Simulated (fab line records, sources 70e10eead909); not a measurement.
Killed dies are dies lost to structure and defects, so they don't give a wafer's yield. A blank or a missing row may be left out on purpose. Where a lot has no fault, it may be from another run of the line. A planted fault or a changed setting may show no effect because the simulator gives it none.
fab line records	flow nand_harc
[record] lots = 11	wafers = 33	last_day = 32
route steps=1302 shown A_STAIRCASE@844 A_SGD_CUT@898
lots that met no fault: from a run of the same line without faults
start_h: hours from the record's opening day to when the first of the lot's shown wafers began	wait_h: hours since the lot's step before	" identical to the entry in the row above	L1.1+2: several wafers, shown together as one row	- value missing, or start not given	* or withheld: withheld	< > ~ a bound
route shown NAME@n: names a module that has steps shown in the file, with the first one's number in the route	usual: average and standard deviation across the fault-free wafers	same: alike in all rows	chamber/n: place in a boat	sites: each site's reading	_std_site: the values' standard deviation	_edge_site: inner sites' mean taken away from outer sites' mean	radius_mm: how far each site lies from the wafer's centre	mask NAME#n: copy n	behind: tool/chamber where the wafer was last shaped	hold: reason for holding the lot/hours on hold/outcome of the hold	device: the n, p or np transistor that did not switch	end of line: at the end of the route, the tests of the same wafers	where a step has no rows: the recipe by itself	killed: count of dies lost to structure and defects at first sort (not the wafer's yield)	map: per-die view of a wafer (x killed, . not killed, _ where there is no die)
set.NAME: setting as actually run; set.NAME@STEP: the setting as run at that earlier step	model.NAME: the simulator's own value behind a step, which no gauge read
the route's steps for a sample of lots (tables are steps, rows are wafers)
services: when a tool's chamber went out of use (start_h, in hours from the record's first day, below 0 if earlier), for how many hours, and the reason
[[steps]]
[step NHARC_A_STAIRCASE_DEP_417]
[recipe] target_thk_a = 600	step_coverage_pct = 20	temp_c = 400	target_thk_nm = 60	flow_sccm = 200	rf_w = 450	material = Si3N4
[usual] heater_power_outer_w = 428/65	heater_power_w = 728/110
lot.wafer	tool	chamber	start_h	wait_h	heater_power_outer_w	heater_power_w
L649.1	pecvd-04	2	395.50	-	419	629
L649.3	"	0	"	"	427	830
L649.4	"	2	"	"	426	641
L648.1	pecvd-03	1	397.55	-	534	871
L648.2	"	2	"	"	394	686
L648.4	"	2	"	"	403	671
L650.2	pecvd-01	1	412.46	-	256	491
L650.3	"	2	"	"	477	853
L650.4	"	2	"	"	476	873
L651.1	pecvd-04	1	425.71	-	529	822
L651.6	"	2	"	"	423	663
L651.5	"	0	"	"	469	903
L652.2	pecvd-03	2	427.45	-	401	687
L652.3	"	0	"	"	351	605
L652.4	"	0	"	"	348	631
L657.1	pecvd-04	1	471.74	-	484	775
L657.4	"	2	"	"	447	657
L657.5	"	0	"	"	465	884
L661.2	pecvd-03	2	513.69	-	348	635
L661.3	"	0	"	"	436	705
L661.6	"	1	"	"	522	820
L664.3	pecvd-04	0	563.43	-	497	948
L664.2	"	1	"	"	408	688
L664.1	"	2	"	"	417	634
L667.2	pecvd-04	1	575.63	-	467	751
L667.3	"	2	"	"	460	673
L667.5	"	1	"	"	473	775
L669.3	pecvd-04	0	592.54	-	505	938
L669.5	"	0	"	"	504	926
L669.6	"	1	"	"	491	762
L668.1	pecvd-04	1	595.65	-	532	826
L668.3	"	2	"	"	390	617
L668.4	"	2	"	"	399	610
[step NHARC_A_STAIRCASE_DESCUM_443]
[recipe] time_s = 3	o2_flow_sccm = 200	ar_flow_sccm = 0	bias_power_w = 0	chemistry = O2
[usual] chamber_pressure_mTorr = 60.00/0.055	drypump_motor_current_A = 5.85/0.28	oes_product_au = 1.003/0.012	rf_vpp_V = 57.7/0.94	showerhead_plenum_p_Torr = 1.90/0.095	throttle_valve_pct = 11.310/0.0086
lot.wafer	tool	chamber	start_h	wait_h	chamber_pressure_mTorr	drypump_motor_current_A	oes_product_au	rf_hours_counter_h	rf_vpp_V	showerhead_plenum_p_Torr	throttle_valve_pct
L649.3	rie_diel-02	1	434.11	-	59.99	6.07	0.992	9	59.0	2.04	11.291
L649.4	"	2	"	"	60.10	5.59	0.989	9	56.1	1.80	11.305
L649.1	"	3	"	"	59.99	5.66	1.013	1	58.9	1.85	11.314
L648.4	rie_diel-03	2	434.35	-	60.06	6.11	0.990	29	57.3	1.77	11.313
L648.2	"	3	"	"	60.06	5.78	1.015	31	59.4	1.96	11.321
L648.1	"	0	"	"	60.03	5.96	1.000	28	56.4	1.89	11.313
L650.2	rie_diel-02	3	448.81	-	59.93	5.62	1.027	6	57.8	1.84	11.316
L650.3	"	1	"	"	60.02	6.08	0.979	15	59.1	2.04	11.305
L650.4	"	3	"	"	59.98	5.65	1.029	-	56.7	1.84	11.319
L651.1	rie_diel-02	0	464.09	-	59.94	5.64	0.990	23	58.5	1.82	11.299
L651.6	"	0	"	"	60.02	5.63	1.004	-	56.7	1.82	11.298
L651.5	"	1	"	"	60.11	6.09	0.996	-	58.3	2.03	11.318
L652.3	rie_diel-03	2	464.34	-	59.98	6.10	0.999	40	58.4	1.77	11.295
L652.2	"	3	"	"	60.09	5.77	1.010	39	58.0	1.96	11.310
L652.4	"	0	"	"	59.98	5.94	1.008	36	57.0	1.89	11.312
L657.1	rie_diel-13	1	501.19	-	59.96	5.61	0.999	43	56.4	1.90	11.301
L657.4	"	3	"	"	60.02	6.54	0.996	52	58.3	1.93	11.322
L657.5	"	2	"	"	60.01	6.27	1.005	-	57.7	1.82	11.316
L661.2	rie_diel-03	2	549.54	-	60.01	6.10	1.009	7	56.8	2.07	11.306
L661.3	"	0	"	"	59.95	5.98	1.015	10	57.8	1.88	11.302
L661.6	"	2	"	"	60.02	6.09	1.008	-	56.8	2.07	11.308
L664.3	rie_diel-13	0	602.28	-	59.99	5.34	1.011	26	57.7	1.85	11.302
L664.1	"	1	"	"	60.03	5.64	0.992	18	56.6	1.90	11.315
L664.2	"	2	"	"	59.88	6.20	1.019	28	55.9	1.81	11.313
L667.2	rie_diel-02	3	616.93	-	60.02	5.66	1.015	11	58.4	1.83	11.318
L667.3	"	2	"	"	60.04	5.58	0.989	11	58.1	1.78	11.309
L667.5	"	3	"	"	60.03	5.65	1.019	-	57.0	1.83	11.324
L669.3	rie_diel-02	2	633.77	-	59.98	5.57	0.980	19	58.3	1.78	11.307
L669.6	"	1	"	"	60.02	6.07	1.000	-	58.4	2.02	11.319
L669.5	"	2	"	"	60.08	5.57	0.994	-	57.2	1.78	11.291
L668.3	rie_diel-03	3	633.93	-	59.94	5.79	1.013	33	58.3	1.94	11.323
L668.4	"	0	"	"	59.89	5.97	1.015	39	57.2	1.87	11.283
L668.1	"	1	"	"	59.98	5.94	1.007	42	58.7	2.00	11.318
[step NHARC_A_SGD_CUT_EXPOSE_06]
[recipe] na = 1.35	dose_mj = 85.59	mask_id = SGD
[usual] exposure_dose_mJ_cm2 = 85.47/0.096	focus_offset_nm = -0.1/0.57
[same] na = 1.35
lot.wafer	tool	chamber	start_h	wait_h	mask	exposure_dose_mJ_cm2	focus_offset_nm
L649.1	arfi_scanner-03	0	441.81	-	SGD#0	85.48	0.3
L649.3	"	0	"	"	SGD#0	85.36	0.6
L649.4	"	0	"	"	SGD#0	85.42	0.3
L648.1	arfi_scanner-02	0	442.17	-	SGD#0	85.45	0.3
L648.2	"	0	"	"	SGD#0	85.62	0.7
L648.4	"	0	"	"	SGD#0	85.54	0.7
L650.2	arfi_scanner-02	0	457.54	-	SGD#0	85.57	0.2
L650.3	"	0	"	"	SGD#0	85.42	-0.4
L650.4	"	0	"	"	SGD#0	85.62	0.8
L652.2	arfi_scanner-01	0	472.19	-	SGD#0	85.50	-0.8
L652.3	"	0	"	"	SGD#0	85.45	-1.3
L652.4	"	0	"	"	SGD#0	85.56	0.3
L651.1	arfi_scanner-03	0	473.04	-	SGD#0	85.51	-0.6
L651.5	"	0	"	"	SGD#0	85.51	-0.2
L651.6	"	0	"	"	SGD#0	85.52	0.3
L657.1	arfi_scanner-03	0	508.93	-	SGD#0	85.53	-0.8
L657.4	"	0	"	"	SGD#0	85.55	0.0
L657.5	"	0	"	"	SGD#0	85.43	-0.9
L661.2	arfi_scanner-02	0	557.65	-	SGD#0	85.49	-1.0
L661.3	"	0	"	"	SGD#0	85.50	-0.2
L661.6	"	0	"	"	SGD#0	85.51	-0.1
L664.1	arfi_scanner-03	0	610.15	-	SGD#0	85.55	-0.6
L664.2	"	0	"	"	SGD#0	85.48	-0.2
L664.3	"	0	"	"	SGD#0	85.48	-0.4
L667.2	arfi_scanner-02	0	624.69	-	SGD#0	111.07	0.1
L667.3	"	0	"	"	SGD#0	110.88	0.1
L667.5	"	0	"	"	SGD#0	111.13	-0.3
L669.3	arfi_scanner-02	0	641.62	-	SGD#0	105.98	0.4
L669.5	"	0	"	"	SGD#0	105.94	1.1
L669.6	"	0	"	"	SGD#0	105.92	-0.3
L668.1	arfi_scanner-03	0	641.76	-	SGD#0	85.35	0.4
L668.3	"	0	"	"	SGD#0	85.45	-0.1
L668.4	"	0	"	"	SGD#0	85.46	-0.2
[step NHARC_A_SGD_CUT_CD_MEAS_09]
[recipe] target_cd_nm = 100	landing_energy_ev = 500
[usual] cd_nm = 100.2/0.72
lot.wafer	tool	chamber	start_h	wait_h	cd_nm
L649.1	cd_sem-03	0	441.95	-	100.5
L649.3	"	0	"	"	100.9
L649.4	"	0	"	"	100.8
L648.1	cd_sem-01	0	442.31	-	99.3
L648.2	"	0	"	"	99.6
L648.4	"	0	"	"	99.0
L650.2	cd_sem-03	0	457.68	-	100.4
L650.3	"	0	"	"	101.0
L650.4	"	0	"	"	99.6
L652.2	cd_sem-01	0	472.32	-	100.2
L652.3	"	0	"	"	100.0
L652.4	"	0	"	"	100.0
L651.1	cd_sem-03	0	473.18	-	100.7
L651.5	"	0	"	"	99.1
L651.6	"	0	"	"	100.9
L657.1	cd_sem-01	0	509.07	-	100.1
L657.4	"	0	"	"	99.9
L657.5	"	0	"	"	100.8
L661.2	cd_sem-01	0	557.78	-	99.1
L661.3	"	0	"	"	99.7
L661.6	"	0	"	"	99.8
L664.1	cd_sem-01	0	610.29	-	99.1
L664.2	"	0	"	"	99.1
L664.3	"	0	"	"	99.8
L667.2	cd_sem-02	0	624.83	-	119.6
L667.3	"	0	"	"	119.6
L667.5	"	0	"	"	120.7
L669.3	cd_sem-01	0	641.76	-	117.0
L669.5	"	0	"	"	117.9
L669.6	"	0	"	"	116.6
L668.1	cd_sem-01	0	641.90	-	100.2
L668.3	"	0	"	"	101.6
L668.4	"	0	"	"	100.1
[step NHARC_A_SGD_CUT_ETCH_15]
[recipe] target_depth_a = 750	time_s = 64.3	ch3f_flow_sccm = 50	o2_flow_sccm = 30	ar_flow_sccm = 200	rf_w = 500	bias_w = 100	chemistry = CH3F/O2
[usual] chamber_pressure_mTorr = 25.000/0.022	drypump_motor_current_A = 5.7/0.31	oes_product_au = 0.962/0.02	rf_vpp_V = 263.3/1.6	showerhead_plenum_p_Torr = 2.43/0.085	throttle_valve_pct = 20.663/0.0097
lot.wafer	tool	chamber	start_h	wait_h	chamber_pressure_mTorr	drypump_motor_current_A	oes_product_au	rf_hours_counter_h	rf_vpp_V	showerhead_plenum_p_Torr	throttle_valve_pct
L649.3	rie_diel-07	2	-	-	24.969	5.8	0.967	10	263.0	2.37	20.664
L649.1	"	0	"	"	25.004	5.0	0.982	11	266.8	2.58	20.661
L649.4	"	1	"	"	25.001	5.4	0.961	11	263.6	2.44	20.676
L648.1	rie_diel-05	0	-	-	25.022	6.0	0.921	1	262.5	2.44	20.678
L648.2	"	1	"	"	25.019	6.0	0.915	1	263.2	2.43	20.655
L648.4	"	2	"	"	25.002	5.6	0.935	1	264.9	2.55	20.658
L650.3	rie_diel-04	2	-	-	25.009	6.0	0.948	7	263.8	2.46	20.663
L650.2	"	3	"	"	25.026	6.4	0.972	6	264.2	2.44	20.653
L650.4	"	2	"	"	25.017	6.0	0.950	-	263.2	2.46	20.651
L652.2	rie_diel-05	2	-	-	24.951	5.5	0.967	3	265.5	2.55	20.656
L652.4	"	3	"	"	24.984	5.5	0.974	2	261.5	2.29	20.640
L652.3	"	0	"	"	25.008	6.0	0.951	2	263.3	2.44	20.662
L651.1	rie_diel-05	3	-	-	24.963	5.5	0.975	3	260.9	2.29	20.676
L651.5	"	1	"	"	24.987	6.0	0.957	-	262.6	2.43	20.675
L651.6	"	2	"	"	25.007	5.6	0.973	-	264.9	2.54	20.652
L657.4	rie_diel-04	1	-	-	25.020	5.7	0.966	9	265.7	2.55	20.653
L657.1	"	0	"	"	24.998	5.6	0.948	10	261.7	2.34	20.653
L657.5	"	2	"	"	24.991	6.0	0.962	-	264.7	2.46	20.668
L661.2	rie_diel-07	3	-	-	25.007	5.8	0.969	5	260.6	2.30	20.670
L661.3	"	0	"	"	24.971	5.1	0.970	5	266.2	2.57	20.669
L661.6	"	2	"	"	24.985	5.8	0.991	-	263.1	2.37	20.646
L664.1	rie_diel-04	1	-	-	24.985	5.7	0.957	4	264.2	2.55	20.654
L664.2	"	2	"	"	24.997	6.0	0.980	4	264.0	2.46	20.656
L664.3	"	3	"	"	24.983	6.4	0.994	4	262.1	2.43	20.651
L667.2	rie_diel-07	3	-	-	25.002	5.8	0.999	10	261.1	2.30	20.668
L667.3	"	0	"	"	24.985	5.1	1.002	11	265.8	2.57	20.667
L667.5	"	1	"	"	25.021	5.3	0.961	-	265.3	2.44	20.673
L669.3	rie_diel-05	3	-	-	25.010	5.5	0.932	3	261.0	2.29	20.664
L669.6	"	3	"	"	24.971	5.5	0.934	-	260.7	2.29	20.669
L669.5	"	0	"	"	25.008	6.0	0.921	-	263.6	2.44	20.660
L668.4	rie_diel-07	1	-	-	24.966	5.3	0.977	14	262.5	2.44	20.662
L668.1	"	3	"	"	25.011	5.8	0.986	13	259.8	2.30	20.676
L668.3	"	0	"	"	24.996	5.1	0.981	13	264.9	2.57	20.662
[[services]]
tool	chamber	start_h	hours	kind
rie_diel-03	3	381.88	5.0	repair
rie_diel-02	-	393.83	9.0	pm
rie_diel-05	-	406.73	9.0	pm
rie_diel-02	3	406.93	23.0	repair
rie_diel-03	0	407.06	7.3	repair
pecvd-04	-	432.86	0.8	repair
rie_diel-03	-	439.30	0.3	repair
rie_diel-02	2	445.54	28.5	repair
arfi_scanner-02	-	448.61	4.3	repair
pecvd-04	-	450.03	13.0	pm
pecvd-04	1	464.66	3.9	repair
rie_diel-07	-	471.41	9.0	pm
arfi_scanner-02	-	484.27	1.0	repair
arfi_scanner-02	-	487.86	4.0	pm
arfi_scanner-03	-	540.17	4.0	pm
pecvd-04	0	540.53	15.3	repair
arfi_scanner-03	-	546.50	16.7	repair
rie_diel-02	0	570.31	8.6	repair
rie_diel-02	-	570.87	9.0	pm
pecvd-04	0	575.94	2.7	repair
arfi_scanner-02	-	600.15	0.8	repair
pecvd-04	-	631.03	13.0	pm
arfi_scanner-02	-	634.78	2.0	repair
rie_diel-02	2	640.28	9.2	repair
[[key]]
[first_sign] step = NHARC_A_SGD_CUT_EXPOSE_06	reading = exposure_dose_mJ_cm2	direction = up	sigmas = 99+	usual = 85.47	struck = 108.48
[effect] step = NHARC_A_SGD_CUT_CD_MEAS_09	reading = cd_nm	direction = up	sigmas = 26	usual = 100.2	struck = 118.6	through = control_loop
met_at NHARC_A_SGD_CUT_EXPOSE_06
struck_lots L667,L669
tester_left_out L667,L669
[loop_trim] step = NHARC_A_SGD_CUT_EXPOSE_06	setting = dose	lots = L669
not_acting_at NHARC_A_STAIRCASE_DEP_417,NHARC_A_STAIRCASE_DESCUM_443,NHARC_A_SGD_CUT_ETCH_15
onset_between 557.65 624.69
[fault] kind = process_parameter_drift	tool = arfi_scanner-02	chamber = -	onset_h = 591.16	steps = NHARC_A_SGD_CUT_EXPOSE_06	channel = dose_mj	offset = 25.551	shape = step	acts_in = these_recipes_only	stated = 85.59
// tester_left_out: of these lots the tester's yield and bins aren't shown, on N5 and GAA mostly nor the transistor test; their killed dies are dies lost to structure and defects alone, not to doping, threshold or leakage, so they don't give the yield
// loop_trim: a control loop set the setting to another value than it would have without faults
